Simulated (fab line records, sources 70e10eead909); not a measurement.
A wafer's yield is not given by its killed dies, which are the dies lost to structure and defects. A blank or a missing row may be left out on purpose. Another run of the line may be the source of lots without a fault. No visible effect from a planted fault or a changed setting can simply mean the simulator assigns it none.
Chamber matching ; flow nand harc ; NHARC_A_CHANNEL_FILL_D1_ALD_25 on ald hk-02 has 4 sister chambers
The step deposits SiOx, target thk 60 nm, pulse time 10 s, ald cycles 600. 4 wafers are shown with their chamber, then 9 later ones without.

== WAFERS, EACH WITH ITS CHAMBER ==
wafer;chamber;heater power w (W)
L083.4;0;389
L086.3;1;507
L088.4;3;439
L088.6;2;504

== WAFERS MISSING THEIR CHAMBER ==
wafer;heater power w (W)
L092.4;413
L092.5;495
L092.6;501
L095.2;411
L095.5;490
L095.6;481
L097.1;498
L097.2;462
L097.5;493

== THE CHAMBER EACH PASSED THROUGH ==
wafer;from the rows above;in truth
L092.4;can't be placed: 0 or 3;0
L092.5;can't be placed: 2 or 1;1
L092.6;can't be placed: 2 or 1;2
L095.2;can't be placed: 0 or 3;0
L095.5;can't be placed: 2 or 1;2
L095.6;can't be placed: 2 or 1 or 3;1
L097.1;can't be placed: 2 or 1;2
L097.2;can't be placed: 3 or 2 or 1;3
L097.5;can't be placed: 2 or 1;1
0 of 9 placed correctly. Cannot be placed on the basis of these rows: 9; the candidates contain the true chamber in 9. Wrongly placed: 0.
How it was worked out, from the rows above alone: a wafer's distance from a chamber is the root of the sum, over the readings, of the square of ((its reading less the chamber's mean) divided by the reading's scatter). The wafer belongs to the nearest chamber; if the next one is less than 2 further off, it can't be placed. The mean given for a chamber averages the wafers shown for that chamber. The scatter: with one shown wafer a chamber, the root of the mean of the squares of how far each hidden wafer lies from its nearest shown one.
